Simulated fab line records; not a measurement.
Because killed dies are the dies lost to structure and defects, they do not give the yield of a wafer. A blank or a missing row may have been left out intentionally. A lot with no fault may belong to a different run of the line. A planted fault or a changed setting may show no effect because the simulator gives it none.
Which of the tools did it? ; flow n5 finfet ; 11 lots with 29 wafers sampled at 6 steps, on a route of 1938 steps

## WHAT THE GAUGES SHOWED, per wafer
Not one reading of a measure or inspect step in the record can be checked against a usual standard deviation.

## EACH LOT AND THE TOOL THAT RAN IT (in order: tool; ch and the chambers of the sampled wafers; start)
lot;N5_BEOL_M7_TRENCH_ETCH_37;N5_BEOL_M7_ALD_77;N5_BEOL_M7_SURFACE_TREAT_79;N5_BEOL_M7_ECD_50;N5_BEOL_M7_CMP_52;N5_PASSIVATION_PROBE_49
L447;rie diel-06 ch 0,1,3, day 8 21:08 or earlier;ald metal-04 ch 0,1,3, day 8 21:08;pvd sputter-03, day 8 21:29;ecd cu-01 ch 0,1, day 8 21:52;cmp-01 ch 1,2,3, day 8 22:21;prober-02, day 12 01:42
L450;rie diel-03 ch 1,3, day 9 16:01 or earlier;ald metal-01 ch 1,2, day 9 16:01;pvd sputter-01, day 9 16:20;ecd cu-01 ch 0,1, day 9 16:54;cmp-03 ch 1,2, day 9 17:24;prober-02, day 12 16:17
L449;rie diel-03 ch 0,1,3, day 9 19:29 or earlier;ald metal-02 ch 0,2,3, day 9 19:29;pvd sputter-03, day 9 19:52;ecd cu-01 ch 0,1, day 9 20:22;cmp-01 ch 1,2,3, day 9 20:44;prober-01, day 12 23:37
L452;rie diel-06 ch 0,1,3, day 10 00:38 or earlier;ald metal-04 ch 0,1,3, day 10 00:38;pvd sputter-01, day 10 00:58;ecd cu-01 ch 0,1, day 10 01:18;cmp-04 ch 0,2,3, day 10 02:02;prober-01, day 13 01:30
L451;rie diel-04 ch 0,3, day 10 09:46 or earlier;ald metal-04 ch 0,1,3, day 10 09:46;pvd sputter-01, day 10 10:05;ecd cu-01 ch 1, day 10 10:28;cmp-03 ch 1,2,3, day 10 11:04;prober-02, day 13 06:31
L462;rie diel-03 ch 1,2, day 12 20:13 or earlier;ald metal-01 ch 0,2, day 12 20:13;pvd sputter-02, day 12 20:29;ecd cu-01 ch 0,1, day 12 20:53;cmp-03 ch 3, day 12 21:36;prober-02, day 15 21:13
L461;rie diel-06 ch 1,2,3, day 13 04:49 or earlier;ald metal-02 ch 1,2,3, day 13 04:49;pvd sputter-02, day 13 05:14;ecd cu-02 ch 0,1, day 13 05:38;cmp-03 ch 1,3, day 13 06:03;prober-02, day 16 01:22
L463;rie diel-03 ch 1,2, day 13 19:25 or earlier;ald metal-04 ch 0,2, day 13 19:25;pvd sputter-01, day 13 19:41;ecd cu-02 ch 0,1, day 13 20:14;cmp-03 ch 1,2, day 13 20:43;prober-02, day 16 14:43
L464;rie diel-03 ch 0,3, day 13 23:55 or earlier;ald metal-04 ch 0,2,3, day 13 23:55;pvd sputter-01, day 14 00:13;ecd cu-02 ch 0,1, day 14 00:34;cmp-04 ch 0,1, day 14 00:58;prober-01, day 17 04:36
L467;rie diel-04 ch 0,2, day 14 09:44 or earlier;ald metal-04 ch 0,3, day 14 09:44;pvd sputter-03, day 14 10:08;ecd cu-02 ch 0,1, day 14 10:28;cmp-04 ch 1,2, day 14 11:11;prober-01, day 17 10:57
L470;rie diel-03 ch 1,2, day 15 23:52 or earlier;ald metal-04 ch 0,1,2, day 15 23:52;pvd sputter-01, day 16 00:29;ecd cu-02 ch 0,1, day 16 01:00;cmp-01 ch 1,2,3, day 16 01:44;prober-02, day 19 00:31
- N5_BEOL_M7_TRENCH_ETCH_37: etches SiCOH lowk in C4F6/O2, target depth 93.478 nm, time 31.2 s.
- N5_BEOL_M7_ALD_77: deposits TaN, target thk 2 nm, pulse time 2 s, purge time 3 s.
- N5_BEOL_M7_SURFACE_TREAT_79
- N5_BEOL_M7_ECD_50: material Cu, target thk 300 nm.
- N5_BEOL_M7_CMP_52: polishes, stops on SiCOH lowk, t overpolish 6.9 s, target thk 80 nm.
- N5_PASSIVATION_PROBE_49

## AS READ BY THE TOOLS THEMSELVES (means over the sampled wafers that have a number; for cases with no such wafer, the mark the record gives instead)
N5_BEOL_M7_TRENCH_ETCH_37. Usual: O2_flow_sccm 10.00 sccm, standard deviation 0.031; drypump motor current A 5.8 A, standard deviation 0.35; oes product au 0.81 a.u., standard deviation 0.088; rf fwd power W 340.2 W, standard deviation 1.8; rf vpp V 656 V, standard deviation 14; showerhead plenum p Torr 2.83 Torr, standard deviation 0.12; throttle valve pct 20.88 %, standard deviation 0.26.
lot;tool;O2_flow_sccm (sccm);drypump motor current A (A);oes product au (a.u.);rf fwd power W (W);rf vpp V (V);showerhead plenum p Torr (Torr);throttle valve pct (%);flag
L447;rie diel-06;9.99;5.9;0.79;342.6;649;2.77;21.13;
L450;rie diel-03;10.00;5.5;0.70;339.2;650;2.71;21.06;
L449;rie diel-03;9.99;5.7;0.76;340.2;649;2.77;21.03;
L452;rie diel-06;9.99;5.9;0.78;342.9;649;2.76;21.13;
L451;rie diel-04;9.98;5.6;0.76;337.7;655;2.67;20.71;
L462;rie diel-03;10.02;6.0;0.82;338.7;650;2.75;20.88;
L461;rie diel-06;9.99;6.0;0.82;341.1;658;2.82;20.99;
L463;rie diel-03;10.04;6.0;0.80;337.8;648;2.75;20.88;
L464;rie diel-03;9.99;5.7;0.85;340.0;652;2.92;20.87;
L467;rie diel-04;9.98;5.7;0.82;340.4;680;2.82;20.90;
L470;rie diel-03;9.98;5.9;0.76;338.5;651;2.72;21.03;

N5_BEOL_M7_ALD_77. Usual: heater power w at 398 W, with a standard deviation of 58.
lot;tool;heater power w (W);flag
L447;ald metal-04;367;
L450;ald metal-01;476;
L449;ald metal-02;426;
L452;ald metal-04;374;
L451;ald metal-04;375;
L462;ald metal-01;430;
L461;ald metal-02;370;
L463;ald metal-04;392;
L464;ald metal-04;376;
L467;ald metal-04;360;
L470;ald metal-04;396;

N5_BEOL_M7_CMP_52. Usual: clearing platen down force psi 1.500 psi, standard deviation 0.0031; head pressure psi 1.0002 psi, standard deviation 0.002; motor current A 6.1 A, standard deviation 0.64; platen rpm 50.00 rpm, standard deviation 0.034; retaining ring pressure frac 1.000, standard deviation 0.0051; time to endpoint s 63 s, standard deviation 3.4.
lot;tool;clearing platen down force psi (psi);head pressure psi (psi);motor current A (A);platen rpm (rpm);retaining ring pressure frac;time to endpoint s (s);flag
L447;cmp-01;1.501;0.9991;6.2;50.02;1.002;62;
L450;cmp-03;1.497;0.9990;5.9;49.99;0.999;58;
L449;cmp-01;1.502;1.0007;6.2;50.02;0.999;62;
L452;cmp-04;1.498;1.0020;5.7;49.96;1.003;88;OFF
L451;cmp-03;1.498;1.0012;6.2;49.99;0.999;78;OFF
L462;cmp-03;1.502;1.0002;6.7;49.98;0.994;62;
L461;cmp-03;1.498;1.0000;6.4;50.04;0.998;62;
L463;cmp-03;1.501;0.9990;6.0;49.99;1.003;64;
L464;cmp-04;1.500;1.0034;6.0;50.02;0.998;60;
L467;cmp-04;1.502;1.0006;5.9;50.01;0.995;61;
L470;cmp-01;1.498;1.0006;6.1;50.00;1.001;61;

N5_PASSIVATION_PROBE_49. Usual: defect limited yield 90.9 %, standard deviation 1.6; killed_at_M0_to_M3 34, standard deviation 10; killed_at_M4_up 13, standard deviation 5.4; killed at contacts 13, standard deviation 6; killed at front end 42, standard deviation 13; killed at other 4, standard deviation 3.2; killed dies 107, standard deviation 18; killed open 69, standard deviation 14; killed short 35, standard deviation 7.7; sort_bin_4_leakage 0.02 %, standard deviation 0.17; sort_bin_5_function 5.3 %, standard deviation 1; sort_bin_6_memory 3.3 %, standard deviation 0.75; sort n pass 1073, standard deviation 19; sort yield pct 90.9 %, standard deviation 1.6.
lot;tool;defect limited yield (%);killed_at_M0_to_M3;killed_at_M4_up;killed at contacts;killed at front end;killed at other;killed dies;killed open;killed short;sort_bin_4_leakage (%);sort_bin_5_function (%);sort_bin_6_memory (%);sort n pass;sort yield pct (%);flag
L447;prober-02;91.8;26;18;17;35;1;97;61;33;0.00;4.8;3.0;1083;91.8;
L450;prober-02;90.8;40;14;10;42;2;109;71;32;0.00;5.6;3.1;1071;90.8;
L449;prober-01;92.4;31;13;15;29;2;90;58;30;0.00;4.1;3.2;1090;92.4;
L452;prober-01;91.5;38;12;13;32;6;100;66;33;0.00;5.1;3.1;1080;91.5;
L451;prober-02;91.2;32;7;12;52;2;104;66;31;0.00;5.2;3.1;1076;91.2;
L462;prober-02;92.9;26;22;4;26;5;84;56;26;0.00;4.0;2.7;1096;92.9;
L461;prober-02;87.1;49;11;13;74;5;153;92;57;0.00;7.0;5.3;1027;87.1;
L463;prober-02;88.4;50;9;10;56;12;136;88;45;0.00;6.6;4.3;1044;88.4;
L464;prober-01;89.8;53;13;14;36;5;121;77;40;0.03;6.0;3.8;1059;89.8;
L467;prober-01;90.8;29;14;12;53;1;108;60;41;0.00;5.7;2.9;1072;90.8;
L470;prober-02;89.4;25;16;19;57;8;125;80;39;0.00;5.8;4.5;1055;89.4;

## THE ANSWER, worked out from the rows above alone
Rule: a lot counts as off when the mean over its wafers that have a number is more than 3 standard deviations away from the usual mean. Also off: a lot with no number at a reading for which 4 or more lots have one. Any other lot the step has rows for is counted as sound. The gauges are gone through in route order, then the tools' own readings, and for those a lot's mean is taken as printed above. The first step at which some lot is off is used, and at that step the reading that is off furthest; a lot without a number counts as furthest.
Off: L452, L451, at N5_BEOL_M7_CMP_52 (time to endpoint s).
If a tool, at that step or one of the process steps before it, ran each lot that is off and ran no sound lot following the first of them, it fits. Because N5_BEOL_M7_TRENCH_ETCH_37 lacks a start for some lots, the hours and order of its lots are taken from N5_BEOL_M7_ALD_77. Of those tried, none fits.

## WHAT HAD BEEN PUT IN BY THE SIMULATOR
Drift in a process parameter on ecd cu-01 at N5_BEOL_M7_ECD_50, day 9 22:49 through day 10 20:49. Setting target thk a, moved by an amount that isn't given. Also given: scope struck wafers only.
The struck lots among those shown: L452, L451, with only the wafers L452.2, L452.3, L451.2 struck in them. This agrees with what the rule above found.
